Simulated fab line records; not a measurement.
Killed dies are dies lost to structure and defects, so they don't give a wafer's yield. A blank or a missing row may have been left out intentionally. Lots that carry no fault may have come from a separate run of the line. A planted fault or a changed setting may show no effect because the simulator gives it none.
Split-lot experiment || flow n5 finfet || on a route of 1938 steps: 7 lots, 21 wafers read

THE SPLIT ITSELF
At N5_MOL_CONTACT_COAG_CONTACT_ETCH_14 (etches SiO2 in C4F6/O2, target depth 27.5 nm, overetch 8.5 nm, time 20 s), the setting source w was moved away from the recipe's 370 W on 4 of the 21 wafers read, by +6.3% to +8.9%. This setting was run at the recipe's value on the other wafers.

The split's own step is where the reading is taken.

THE READING
rf vpp V, in V, at N5_MOL_CONTACT_COAG_CONTACT_ETCH_14 (etches SiO2 in C4F6/O2, target depth 27.5 nm, overetch 8.5 nm, time 20 s). Typical for fault-free wafers on this fab line: 693 V, with standard deviation 3.7 V.

{"wafer": "L078.2", "tool, chamber at the split": "rie diel-04, 0", "source w as run, W": 370, "against the recipe": "recipe", "rf vpp V, V": 688, "against lot-mates on the recipe": "-"}
{"wafer": "L078.3", "tool, chamber at the split": "rie diel-04, 1", "source w as run, W": 398.2, "against the recipe": "+7.6%", "rf vpp V, V": 676, "against lot-mates on the recipe": -12}
{"wafer": "L078.5", "tool, chamber at the split": "rie diel-04, 2", "source w as run, W": 398.2, "against the recipe": "+7.6%", "rf vpp V, V": 676, "against lot-mates on the recipe": -12}
{"wafer": "L081.1", "tool, chamber at the split": "rie diel-02, 3", "source w as run, W": 370, "against the recipe": "recipe", "rf vpp V, V": 690, "against lot-mates on the recipe": "-"}
{"wafer": "L081.2", "tool, chamber at the split": "rie diel-02, 0", "source w as run, W": 393.2, "against the recipe": "+6.3%", "rf vpp V, V": 676, "against lot-mates on the recipe": -18}
{"wafer": "L081.4", "tool, chamber at the split": "rie diel-02, 2", "source w as run, W": 370, "against the recipe": "recipe", "rf vpp V, V": 697, "against lot-mates on the recipe": "-"}
{"wafer": "L084.1", "tool, chamber at the split": "rie diel-05, 2", "source w as run, W": 370, "against the recipe": "recipe", "rf vpp V, V": 696, "against lot-mates on the recipe": "-"}
{"wafer": "L084.3", "tool, chamber at the split": "rie diel-05, 1", "source w as run, W": 370, "against the recipe": "recipe", "rf vpp V, V": 689, "against lot-mates on the recipe": "-"}
{"wafer": "L084.6", "tool, chamber at the split": "rie diel-05, 2", "source w as run, W": 370, "against the recipe": "recipe", "rf vpp V, V": 695, "against lot-mates on the recipe": "-"}
{"wafer": "L087.1", "tool, chamber at the split": "rie diel-04, 1", "source w as run, W": 370, "against the recipe": "recipe", "rf vpp V, V": 690, "against lot-mates on the recipe": "-"}
{"wafer": "L087.3", "tool, chamber at the split": "rie diel-04, 3", "source w as run, W": 370, "against the recipe": "recipe", "rf vpp V, V": 696, "against lot-mates on the recipe": "-"}
{"wafer": "L087.4", "tool, chamber at the split": "rie diel-04, 3", "source w as run, W": 370, "against the recipe": "recipe", "rf vpp V, V": 696, "against lot-mates on the recipe": "-"}
{"wafer": "L089.1", "tool, chamber at the split": "rie diel-04, 3", "source w as run, W": 370, "against the recipe": "recipe", "rf vpp V, V": 695, "against lot-mates on the recipe": "-"}
{"wafer": "L089.2", "tool, chamber at the split": "rie diel-04, 0", "source w as run, W": 370, "against the recipe": "recipe", "rf vpp V, V": 698, "against lot-mates on the recipe": "-"}
{"wafer": "L089.3", "tool, chamber at the split": "rie diel-04, 2", "source w as run, W": 370, "against the recipe": "recipe", "rf vpp V, V": 692, "against lot-mates on the recipe": "-"}
{"wafer": "L090.1", "tool, chamber at the split": "rie diel-02, 0", "source w as run, W": 370, "against the recipe": "recipe", "rf vpp V, V": 687, "against lot-mates on the recipe": "-"}
{"wafer": "L090.3", "tool, chamber at the split": "rie diel-02, 1", "source w as run, W": 403.1, "against the recipe": "+8.9%", "rf vpp V, V": 674, "against lot-mates on the recipe": -14}
{"wafer": "L090.5", "tool, chamber at the split": "rie diel-02, 3", "source w as run, W": 370, "against the recipe": "recipe", "rf vpp V, V": 689, "against lot-mates on the recipe": "-"}
{"wafer": "L094.3", "tool, chamber at the split": "rie diel-04, 2", "source w as run, W": 370, "against the recipe": "recipe", "rf vpp V, V": 693, "against lot-mates on the recipe": "-"}
{"wafer": "L094.5", "tool, chamber at the split": "rie diel-04, 1", "source w as run, W": 370, "against the recipe": "recipe", "rf vpp V, V": 691, "against lot-mates on the recipe": "-"}
{"wafer": "L094.6", "tool, chamber at the split": "rie diel-04, 2", "source w as run, W": 370, "against the recipe": "recipe", "rf vpp V, V": 691, "against lot-mates on the recipe": "-"}

THE FIT
A straight line over all 21 wafers: rf vpp V changes by -2.21 V for each +1% of source w; r = -0.91; the points scatter about the line by 3.3 V.
The same after taking each lot's own level away (the mean of its wafers on the recipe; 21 wafers): -1.76 V for each +1%; r = -0.89; scatter 2.8 V.
That fit puts the effect of the largest move of source w on the reading at 16 V.
Across the lots, their own levels run from 688.0 to 695.0 V, a range of 1.9 times the standard deviation given above.
Hence the slope depends on the lot-to-lot level, as the two fits are not the same.
Check: -16.8 V against its lot-mates is what the line predicts for one of the wafers moved furthest among these (+8.9%) when that wafer is left out of the fit. Against them it came out at -14 V.
Tool readings at the split's step, against how far the setting was moved: rf vpp V r = -0.91.

ADDITIONAL SPLITS CARRIED BY THESE WAFERS
Before the reading, these wafers also passed through other splits. Each is held against what the fit with the lots' levels taken away leaves over:
{"other split on the same wafers": "N5_GATE_CUT_DESCUM_18 time s", "wafers away from the commonest value": 8, "r with rf vpp V (lot level and that fit taken away)": "+0.20"}

THE FILE'S OWN FIT
rf vpp V changes by -1.88 V for each +1% of source w, r = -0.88.
